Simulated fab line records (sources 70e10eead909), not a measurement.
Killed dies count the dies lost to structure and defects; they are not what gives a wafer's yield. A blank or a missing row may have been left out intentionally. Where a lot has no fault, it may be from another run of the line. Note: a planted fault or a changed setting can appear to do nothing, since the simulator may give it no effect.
Which of the tools did it? + flow nandHarc + 42 wafers from 14 lots sampled at 5 of the route's 1302 steps

== WHAT EACH GAUGE READ, for each wafer ==
NHARC_P_M1_INSPECT_11. Usual: rawDefectCount reads 4.3 (standard deviation 2.1).
| lot  | measured     | on               | rawDefectCount | flag |
|------|--------------|------------------|----------------|------|
| L946 | day 6 12:50  | defectInspect-02 | 3 9 3          |      |
| L947 | day 6 22:44  | defectInspect-01 | 4 6 7          |      |
| L949 | day 7 23:44  | defectInspect-02 | 3 3 2          |      |
| L950 | day 8 03:50  | defectInspect-02 | 3 3 4          |      |
| L951 | day 8 16:20  | defectInspect-01 | 5 3 5          |      |
| L952 | day 9 07:59  | defectInspect-01 | 6 2 2          |      |
| L953 | day 9 14:53  | defectInspect-02 | 1 7 2          |      |
| L954 | day 10 00:57 | defectInspect-01 | 2 2 3          |      |
| L956 | day 10 17:34 | defectInspect-02 | 7 3 8          |      |
| L959 | day 12 08:37 | defectInspect-02 | 5 6 3          |      |
| L958 | day 12 11:28 | defectInspect-01 | 4 7 6          |      |
| L963 | day 13 17:10 | defectInspect-02 | 4 7 4          |      |
| L965 | day 14 14:47 | defectInspect-01 | 1 2 2          |      |
| L968 | day 15 14:58 | defectInspect-01 | 6 2 4          |      |

NHARC_P_M1_THK_MEAS_24: measures by xrf. Usual: thkNm reads 157.3 nm (standard deviation 1.7).
| lot  | measured     | on           | thkNm (nm)        | flag |
|------|--------------|--------------|-------------------|------|
| L946 | day 6 15:19  | filmMetro-01 | 157.6 161.4 156.9 |      |
| L947 | day 7 01:21  | filmMetro-02 | 158.2 156.7 154.9 |      |
| L949 | day 8 02:23  | filmMetro-01 | 158.1 156.5 157.4 |      |
| L950 | day 8 06:20  | filmMetro-02 | 156.8 155.5 158.1 |      |
| L951 | day 8 18:52  | filmMetro-02 | 157.2 158.5 155.7 |      |
| L952 | day 9 10:28  | filmMetro-02 | 160.0 158.1 158.5 |      |
| L953 | day 9 17:22  | filmMetro-02 | 156.4 155.4 154.4 |      |
| L954 | day 10 03:29 | filmMetro-02 | 159.1 157.6 156.1 |      |
| L956 | day 10 20:07 | filmMetro-02 | 158.3 156.2 157.9 |      |
| L959 | day 12 11:38 | filmMetro-01 | 160.7 157.9 156.7 |      |
| L958 | day 12 13:59 | filmMetro-02 | 159.2 156.8 159.7 |      |
| L963 | day 13 19:40 | filmMetro-01 | 158.1 117.9 156.8 | OFF  |
| L965 | day 14 17:22 | filmMetro-02 | 157.0 108.8 109.3 | OFF  |
| L968 | day 15 17:26 | filmMetro-02 | 157.5 157.6 157.7 |      |

== WHICH TOOL RAN EACH LOT (tool, then ch and the chambers of the sampled wafers, then the start) ==
| lot  | NHARC_P_M0_CMP_23             | NHARC_P_M1_ECD_22             | NHARC_P_M1_CMP_23             |
|------|-------------------------------|-------------------------------|-------------------------------|
| L946 | cmp-03 ch 1,2,3, day 6 10:59  | ecdCu-01 ch 0,1, day 6 14:16  | cmp-04 ch 0,1, day 6 15:00    |
| L947 | cmp-03 ch 2,3, day 6 20:41    | ecdCu-01 ch 0,1, day 7 00:10  | cmp-04 ch 1,2, day 7 01:04    |
| L949 | cmp-04 ch 0,1,3, day 7 21:46  | ecdCu-02 ch 0,1, day 8 01:14  | cmp-02 ch 0,1,2, day 8 02:08  |
| L950 | cmp-03 ch 0,1,3, day 8 01:52  | ecdCu-01 ch 0,1, day 8 05:17  | cmp-02 ch 0,1, day 8 06:01    |
| L951 | cmp-03 ch 1,2,3, day 8 14:20  | ecdCu-02 ch 0,1, day 8 17:49  | cmp-04 ch 1,2,3, day 8 18:33  |
| L952 | cmp-01 ch 0,2,3, day 9 05:58  | ecdCu-01 ch 0,1, day 9 09:25  | cmp-03 ch 1,2,3, day 9 10:09  |
| L953 | cmp-01 ch 0,1,3, day 9 12:57  | ecdCu-01 ch 0,1, day 9 16:28  | cmp-02 ch 1,2, day 9 17:02    |
| L954 | cmp-03 ch 0,2,3, day 9 22:57  | ecdCu-01 ch 0,1, day 10 02:27 | cmp-04 ch 0,1,2, day 10 03:10 |
| L956 | cmp-01 ch 0,1,3, day 10 15:43 | ecdCu-01 ch 0,1, day 10 19:04 | cmp-04 ch 0,2,3, day 10 19:47 |
| L959 | cmp-01 ch 1,2,3, day 12 06:41 | ecdCu-02 ch 0,1, day 12 10:41 | cmp-04 ch 0,1,2, day 12 11:20 |
| L958 | cmp-04 ch 0,3, day 12 09:28   | ecdCu-01 ch 0,1, day 12 12:58 | cmp-04 ch 0,1,3, day 12 13:41 |
| L963 | cmp-01 ch 0,1, day 13 15:10   | ecdCu-01 ch 0,1, day 13 18:47 | cmp-02 ch 0,1, day 13 19:22   |
| L965 | cmp-04 ch 1,2,3, day 14 12:49 | ecdCu-01 ch 0,1, day 14 16:20 | cmp-03 ch 0,2,3, day 14 17:05 |
| L968 | cmp-03 ch 0,1,3, day 15 13:07 | ecdCu-02 ch 0,1, day 15 16:25 | cmp-04 ch 1,2,3, day 15 17:08 |
- NHARC_P_M0_CMP_23: polishes, t overpolish 20 s, target thk 117.54 nm.
- NHARC_P_M1_ECD_22: material Cu, target thk 400 nm.
- NHARC_P_M1_CMP_23: polishes, t overpolish 20 s, target thk 157.82 nm.

== AS READ BY THE TOOLS THEMSELVES (means over the sampled wafers that have a number; for cases with no such wafer, the mark the record gives instead) ==
NHARC_P_M0_CMP_23. Usual: motorCurrentA 12.4 A, standard deviation 0.96; padLifeWafers 158, standard deviation 94; slurryFlowMlMin 150.0, standard deviation 0.45; timeToEndpointS 31 s, standard deviation 3.3.
| lot  | tool   | motorCurrentA (A) | padLifeWafers | slurryFlowMlMin | timeToEndpointS (s) | flag |
|------|--------|-------------------|---------------|-----------------|---------------------|------|
| L946 | cmp-03 | 11.6              | 146           | 150.0           | 31                  |      |
| L947 | cmp-03 | 12.5              | 174           | 149.6           | 31                  |      |
| L949 | cmp-04 | 12.2              | 242           | 149.6           | 33                  |      |
| L950 | cmp-03 | 11.9              | 284           | 150.1           | 33                  |      |
| L951 | cmp-03 | 11.7              | 8             | 150.0           | 32                  |      |
| L952 | cmp-01 | 12.4              | 31            | 149.9           | 28                  |      |
| L953 | cmp-01 | 12.4              | 51            | 150.0           | 32                  |      |
| L954 | cmp-03 | 12.0              | 121           | 149.8           | 29                  |      |
| L956 | cmp-01 | 12.7              | 152           | 150.3           | 29                  |      |
| L959 | cmp-01 | 12.7              | 290           | 150.1           | 30                  |      |
| L958 | cmp-04 | 12.6              | 246           | 150.1           | 30                  |      |
| L963 | cmp-01 | 13.0              | 54            | 150.4           | 32                  |      |
| L965 | cmp-04 | 13.0              | 74            | 150.4           | 29                  |      |
| L968 | cmp-03 | 12.6              | 235           | 150.2           | 28                  |      |

NHARC_P_M1_CMP_23. Usual: motorCurrentA 12.4 A, standard deviation 1.1; padLifeWafers 163, standard deviation 110; slurryFlowMlMin 150.0, standard deviation 0.42; timeToEndpointS 27 s, standard deviation 3.6.
| lot  | tool   | motorCurrentA (A) | padLifeWafers | slurryFlowMlMin | timeToEndpointS (s) | flag |
|------|--------|-------------------|---------------|-----------------|---------------------|------|
| L946 | cmp-04 | 11.8              | 86            | 149.9           | 33                  |      |
| L947 | cmp-04 | 12.4              | 151           | 150.1           | 28                  |      |
| L949 | cmp-02 | 11.8              | 110           | 150.0           | 24                  |      |
| L950 | cmp-02 | 12.3              | 122           | 149.9           | 26                  |      |
| L951 | cmp-04 | 13.2              | 337           | 150.4           | 27                  |      |
| L952 | cmp-03 | 11.9              | 56            | 150.0           | 32                  |      |
| L953 | cmp-02 | 12.2              | 258           | 150.4           | 25                  |      |
| L954 | cmp-04 | 11.9              | 26            | 150.1           | 28                  |      |
| L956 | cmp-04 | 13.0              | 122           | 150.3           | 31                  |      |
| L959 | cmp-04 | 11.5              | 260           | 149.7           | 28                  |      |
| L958 | cmp-04 | 12.7              | 277           | 150.0           | 26                  |      |
| L963 | cmp-02 | 12.3              | 241           | 150.3           | 19                  |      |
| L965 | cmp-03 | 12.1              | 164           | 150.3           | 12                  | OFF  |
| L968 | cmp-04 | 12.5              | 187           | 150.2           | 31                  |      |

== THE ANSWER, worked out from the rows above alone ==
Rule: a lot counts as off when the mean over its wafers that have a number is more than 3 standard deviations away from the usual mean. Also off: a lot with no number at a reading for which 4 or more lots have one. Any other lot the step has rows for is counted as sound. The gauges are gone through in route order, then the tools' own readings, and for those a lot's mean is taken as printed above. The first step at which some lot is off is used, and at that step the reading that is off furthest; a lot without a number counts as furthest.
Off: L963, L965 (NHARC_P_M1_THK_MEAS_24, thkNm).
A tool fits if, at a process step before that reading, it ran every lot that is off, and no sound lot after the first of them. Those tools and the gauges at NHARC_P_M1_THK_MEAS_24 are tried in the same way. One fits: NHARC_P_M1_ECD_22 on ecdCu-01. Its last sound lot is L958 (day 12 12:58), its first lot that is off L963 (day 13 18:47): a fault that began between those two fits.

== WHAT WAS PUT IN BY THE SIMULATOR ==
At NHARC_P_M1_ECD_22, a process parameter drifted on ecdCu-01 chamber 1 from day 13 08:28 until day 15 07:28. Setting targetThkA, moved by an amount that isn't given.
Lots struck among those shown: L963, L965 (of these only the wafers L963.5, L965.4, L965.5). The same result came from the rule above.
